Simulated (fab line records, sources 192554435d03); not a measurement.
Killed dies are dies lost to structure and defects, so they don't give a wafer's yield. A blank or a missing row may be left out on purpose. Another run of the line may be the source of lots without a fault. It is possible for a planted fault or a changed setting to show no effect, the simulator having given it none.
What tool caused it? + flow n5 finfet + 24 lots with 72 wafers sampled at 5 steps, on a route of 1938 steps

WHAT THE GAUGES SHOWED, per wafer
N5_BEOL_M5_INSPECT_30: inspects for defects (brightfield).
| lot  | measured     | on                | raw defect count |
|------|--------------|-------------------|------------------|
| L075 | day 8 00:39  | defect inspect-02 | 661 592 771      |
| L074 | day 8 05:08  | defect inspect-02 | 351 535 351      |
| L076 | day 8 07:16  | defect inspect-02 | 698 653 481      |
| L077 | day 8 21:41  | defect inspect-01 | 347 448 432      |
| L078 | day 8 22:53  | defect inspect-01 | 604 454 457      |
| L079 | day 9 08:32  | defect inspect-01 | 385 429 390      |
| L080 | day 9 15:22  | defect inspect-01 | 433 332 373      |
| L081 | day 10 00:23 | defect inspect-02 | 408 429 509      |
| L082 | day 10 00:34 | defect inspect-02 | 376 376 421      |
| L084 | day 10 06:03 | defect inspect-02 | 348 398 431      |
| L083 | day 10 10:52 | defect inspect-01 | 524 579 544      |
| L085 | day 10 17:08 | defect inspect-01 | 378 604 360      |
| L087 | day 11 12:58 | defect inspect-02 | 540 295 519      |
| L086 | day 11 20:26 | defect inspect-01 | 477 493 492      |
| L088 | day 11 20:53 | defect inspect-02 | 267 234 261      |
| L089 | day 12 16:07 | defect inspect-02 | 418 464 544      |
| L090 | day 12 16:43 | defect inspect-02 | 443 534 357      |
| L093 | day 12 16:58 | defect inspect-01 | 398 395 578      |
| L091 | day 13 02:37 | defect inspect-01 | 727 568 611      |
| L092 | day 13 06:20 | defect inspect-02 | 479 381 354      |
| L095 | day 13 18:02 | defect inspect-02 | 338 417 301      |
| L094 | day 14 00:39 | defect inspect-01 | 400 445 418      |
| L097 | day 14 07:23 | defect inspect-01 | 489 504 532      |
| L096 | day 14 13:28 | defect inspect-01 | 323 412 531      |

N5_BEOL_M5_OCD_MEAS_38.
| lot  | measured     | on     | trench depth nm (nm) |
|------|--------------|--------|----------------------|
| L075 | day 8 01:06  | ocd-01 | 70.1 73.7 69.7       |
| L074 | day 8 05:40  | ocd-01 | 70.2 72.2 70.1       |
| L076 | day 8 07:44  | ocd-02 | 71.9 71.3 69.8       |
| L077 | day 8 22:08  | ocd-01 | 73.4 69.2 70.7       |
| L078 | day 8 23:35  | ocd-02 | 70.6 72.0 72.1       |
| L079 | day 9 08:59  | ocd-02 | 70.4 72.1 72.1       |
| L080 | day 9 15:49  | ocd-01 | 70.1 73.0 70.1       |
| L081 | day 10 00:50 | ocd-01 | 71.8 68.1 72.0       |
| L082 | day 10 01:01 | ocd-02 | 69.1 71.0 72.6       |
| L084 | day 10 06:30 | ocd-02 | 70.8 69.4 72.0       |
| L083 | day 10 11:19 | ocd-02 | 73.0 71.7 67.8       |
| L085 | day 10 18:04 | ocd-01 | 74.2 72.0 70.8       |
| L087 | day 11 13:25 | ocd-01 | 70.2 72.3 69.6       |
| L086 | day 11 20:54 | ocd-02 | 74.0 71.4 72.4       |
| L088 | day 11 21:20 | ocd-02 | 70.9 68.6 73.0       |
| L089 | day 12 16:34 | ocd-01 | 74.0 71.4 69.8       |
| L090 | day 12 17:11 | ocd-02 | 71.1 73.9 74.0       |
| L093 | day 12 17:37 | ocd-01 | 72.8 71.0 73.7       |
| L091 | day 13 03:07 | ocd-02 | 75.0 73.1 70.1       |
| L092 | day 13 06:47 | ocd-02 | 72.4 70.6 73.1       |
| L095 | day 13 18:32 | ocd-02 | 72.2 72.9 72.1       |
| L094 | day 14 01:16 | ocd-01 | 73.5 74.6 71.0       |
| L097 | day 14 08:14 | ocd-02 | 72.7 73.8 73.3       |
| L096 | day 14 13:56 | ocd-01 | 72.0 72.6 70.9       |

N5_BEOL_M6_INSPECT_13: inspects for defects (brightfield).
| lot  | measured     | on                | raw defect count |
|------|--------------|-------------------|------------------|
| L075 | day 8 11:55  | defect inspect-02 | 317 536 262      |
| L074 | day 8 14:11  | defect inspect-02 | 514 369 326      |
| L076 | day 8 17:16  | defect inspect-01 | 383 386 457      |
| L077 | day 9 08:50  | defect inspect-01 | 500 557 500      |
| L078 | day 9 09:02  | defect inspect-01 | 547 493 418      |
| L079 | day 9 20:29  | defect inspect-01 | 405 371 361      |
| L080 | day 10 01:58 | defect inspect-02 | 224 333 307      |
| L081 | day 10 10:51 | defect inspect-01 | 340 329 392      |
| L082 | day 10 11:11 | defect inspect-01 | 500 345 623      |
| L084 | day 10 21:07 | defect inspect-02 | 464 357 443      |
| L083 | day 10 20:10 | defect inspect-02 | 396 399 494      |
| L085 | day 11 03:22 | defect inspect-02 | 251 316 294      |
| L087 | day 11 22:34 | defect inspect-02 | 455 453 342      |
| L086 | day 12 07:17 | defect inspect-01 | 340 376 414      |
| L088 | day 12 07:26 | defect inspect-02 | 501 637 502      |
| L089 | day 13 03:27 | defect inspect-01 | 260 316 302      |
| L090 | day 13 04:32 | defect inspect-02 | 506 565 399      |
| L093 | day 13 08:01 | defect inspect-01 | 566 338 668      |
| L091 | day 13 11:56 | defect inspect-02 | 403 358 482      |
| L092 | day 13 15:51 | defect inspect-02 | 847 676 647      |
| L095 | day 14 05:07 | defect inspect-01 | 385 365 499      |
| L094 | day 14 12:23 | defect inspect-01 | 391 363 431      |
| L097 | day 14 17:58 | defect inspect-01 | 503 715 451      |
| L096 | day 14 23:50 | defect inspect-01 | 331 330 566      |

TOOL THAT RAN EACH LOT (tool first, then ch and the chambers of the sampled wafers, then the start)
| lot  | N5_BEOL_M5_ETCH_41                            | N5_BEOL_M6_HM_DEP_02         |
|------|-----------------------------------------------|------------------------------|
| L075 | rie diel-01 ch 1,2, day 8 01:06 or earlier    | pvd sputter-02, day 8 11:30  |
| L074 | rie diel-06 ch 0,3, day 8 05:40 or earlier    | pvd sputter-02, day 8 13:38  |
| L076 | rie diel-06 ch 0,2,3, day 8 07:44 or earlier  | pvd sputter-01, day 8 16:43  |
| L077 | rie diel-01 ch 1,2,3, day 8 22:08 or earlier  | pvd sputter-01, day 9 08:17  |
| L078 | rie diel-03 ch 1,3, day 8 23:35 or earlier    | pvd sputter-01, day 9 08:29  |
| L079 | rie diel-03 ch 2,3, day 9 08:59 or earlier    | pvd sputter-02, day 9 19:56  |
| L080 | rie diel-06 ch 0,1,2, day 9 15:49 or earlier  | pvd sputter-03, day 10 01:25 |
| L081 | rie diel-01 ch 0,3, day 10 00:50 or earlier   | pvd sputter-01, day 10 10:26 |
| L082 | rie diel-03 ch 0,2,3, day 10 01:01 or earlier | pvd sputter-01, day 10 10:38 |
| L084 | rie diel-03 ch 0,1, day 10 06:30 or earlier   | pvd sputter-01, day 10 20:34 |
| L083 | rie diel-01 ch 0,2,3, day 10 11:19 or earlier | pvd sputter-03, day 10 19:37 |
| L085 | rie diel-03 ch 0,1,3, day 10 18:04 or earlier | pvd sputter-02, day 11 02:56 |
| L087 | rie diel-06 ch 0,1,3, day 11 13:25 or earlier | pvd sputter-01, day 11 22:07 |
| L086 | rie diel-03 ch 1,2,3, day 11 20:54 or earlier | pvd sputter-02, day 12 06:44 |
| L088 | rie diel-01 ch 0,1,3, day 11 21:20 or earlier | pvd sputter-02, day 12 06:50 |
| L089 | rie diel-03 ch 1,2,3, day 12 16:34 or earlier | pvd sputter-03, day 13 02:54 |
| L090 | rie diel-03 ch 0,1,2, day 12 17:11 or earlier | pvd sputter-03, day 13 04:07 |
| L093 | rie diel-01 ch 0,1,2, day 12 17:37 or earlier | pvd sputter-03, day 13 07:28 |
| L091 | rie diel-03 ch 0,1,2, day 13 03:07 or earlier | pvd sputter-01, day 13 11:31 |
| L092 | rie diel-01 ch 0,1,2, day 13 06:47 or earlier | pvd sputter-01, day 13 15:18 |
| L095 | rie diel-01 ch 0,2, day 13 18:32 or earlier   | pvd sputter-01, day 14 04:34 |
| L094 | rie diel-03 ch 0,1,2, day 14 01:16 or earlier | pvd sputter-03, day 14 11:49 |
| L097 | rie diel-03 ch 0,2, day 14 08:14 or earlier   | pvd sputter-03, day 14 17:23 |
| L096 | rie diel-01 ch 0,1,2, day 14 13:56 or earlier | pvd sputter-01, day 14 23:17 |
- N5_BEOL_M5_ETCH_41: etches SiCN in CH3F/O2, target depth 31.5 nm, time 56.7 s.
- N5_BEOL_M6_HM_DEP_02: deposits TiN, target thk 20 nm.

AS READ BY THE TOOLS THEMSELVES (means over the sampled wafers that have a number; for cases with no such wafer, the mark the record gives instead)
N5_BEOL_M5_ETCH_41.
| lot  | tool        | drypump motor current A (A) | mfc ar sccm (sccm) | oes product au (a.u.) | rf vpp V (V) | showerhead plenum p Torr (Torr) | throttle valve pct (%) |
|------|-------------|-----------------------------|--------------------|-----------------------|--------------|---------------------------------|------------------------|
| L075 | rie diel-01 | 5.2                         | 149.8              | 0.74                  | 298.5        | 2.05                            | 16.31                  |
| L074 | rie diel-06 | 6.0                         | 150.0              | 0.77                  | 295.8        | 1.97                            | 16.42                  |
| L076 | rie diel-06 | 5.7                         | 150.0              | 0.82                  | 298.1        | 1.99                            | 16.21                  |
| L077 | rie diel-01 | 5.6                         | 149.6              | 0.74                  | 297.7        | 2.00                            | 16.37                  |
| L078 | rie diel-03 | 5.5                         | 150.4              | 0.77                  | 298.0        | 2.05                            | 16.37                  |
| L079 | rie diel-03 | 5.8                         | 149.8              | 0.69                  | 297.7        | 2.03                            | 16.58                  |
| L080 | rie diel-06 | 5.4                         | 149.9              | 0.78                  | 296.3        | 1.95                            | 16.25                  |
| L081 | rie diel-01 | 5.4                         | 150.4              | 0.74                  | 297.3        | 1.97                            | 16.59                  |
| L082 | rie diel-03 | 6.2                         | 149.6              | 0.78                  | 298.2        | 2.03                            | 16.34                  |
| L084 | rie diel-03 | 6.0                         | 149.3              | 0.91                  | 298.9        | 2.03                            | 15.98                  |
| L083 | rie diel-01 | 5.7                         | 149.7              | 0.75                  | 296.2        | 1.98                            | 16.50                  |
| L085 | rie diel-03 | 5.9                         | 149.4              | 0.85                  | 297.9        | 2.04                            | 16.16                  |
| L087 | rie diel-06 | 5.7                         | 150.0              | 0.74                  | 297.3        | 1.99                            | 16.41                  |
| L086 | rie diel-03 | 5.9                         | 150.2              | 0.82                  | 296.8        | 2.02                            | 16.29                  |
| L088 | rie diel-01 | 5.3                         | 150.2              | 0.72                  | 297.7        | 1.98                            | 16.49                  |
| L089 | rie diel-03 | 5.9                         | 150.1              | 0.81                  | 297.5        | 2.02                            | 16.31                  |
| L090 | rie diel-03 | 6.3                         | 150.2              | 0.90                  | 297.3        | 2.01                            | 16.06                  |
| L093 | rie diel-01 | 5.3                         | 149.9              | 0.74                  | 297.3        | 2.02                            | 16.48                  |
| L091 | rie diel-03 | 6.3                         | 150.3              | 0.89                  | 298.1        | 2.01                            | 16.06                  |
| L092 | rie diel-01 | 5.3                         | 150.2              | 0.73                  | 297.5        | 2.02                            | 16.49                  |
| L095 | rie diel-01 | 5.5                         | 149.8              | 0.76                  | 297.1        | 2.01                            | 16.60                  |
| L094 | rie diel-03 | 6.3                         | 150.0              | 0.88                  | 298.5        | 2.01                            | 16.10                  |
| L097 | rie diel-03 | 6.6                         | 150.3              | 0.90                  | 296.5        | 1.99                            | 16.13                  |
| L096 | rie diel-01 | 5.3                         | 150.2              | 0.73                  | 297.1        | 2.02                            | 16.50                  |

N5_BEOL_M6_HM_DEP_02.
| lot  | tool           | throttle valve pct (%) |
|------|----------------|------------------------|
| L075 | pvd sputter-02 | 30.4                   |
| L074 | pvd sputter-02 | 30.3                   |
| L076 | pvd sputter-01 | 30.3                   |
| L077 | pvd sputter-01 | 29.8                   |
| L078 | pvd sputter-01 | 31.0                   |
| L079 | pvd sputter-02 | 30.3                   |
| L080 | pvd sputter-03 | 29.6                   |
| L081 | pvd sputter-01 | 30.4                   |
| L082 | pvd sputter-01 | 30.7                   |
| L084 | pvd sputter-01 | 29.8                   |
| L083 | pvd sputter-03 | 28.9                   |
| L085 | pvd sputter-02 | 30.4                   |
| L087 | pvd sputter-01 | 30.4                   |
| L086 | pvd sputter-02 | 29.9                   |
| L088 | pvd sputter-02 | 30.3                   |
| L089 | pvd sputter-03 | 29.5                   |
| L090 | pvd sputter-03 | 29.9                   |
| L093 | pvd sputter-03 | 30.0                   |
| L091 | pvd sputter-01 | 30.8                   |
| L092 | pvd sputter-01 | 30.9                   |
| L095 | pvd sputter-01 | 30.8                   |
| L094 | pvd sputter-03 | 29.0                   |
| L097 | pvd sputter-03 | 29.6                   |
| L096 | pvd sputter-01 | 29.7                   |

THE ANSWER, worked out from the rows above alone
Rule: what is usual is taken from the lots themselves. Put in order of their means at a reading, lots are off if they are a third of the lots or fewer, leave a main group of 4 or more, and stand apart from it by a gap of 3 or more times the standard deviation of the main group's means; of several such gaps the widest counts. A main group whose means are all the same, to the digits that the tables above print for the reading, isn't used. Also off: a lot with no number at a reading for which 4 or more lots have one. Any other lot the step has rows for is counted as sound. First the gauges in route order, then the tools' own readings, where a lot's mean is used as printed above. The first step at which some lot is off is used, and at that step the reading that is off furthest; a lot without a number counts as furthest.
No lot is off on any of the readings shown, so nothing can be concluded from this.

WHAT WAS PUT IN BY THE SIMULATOR
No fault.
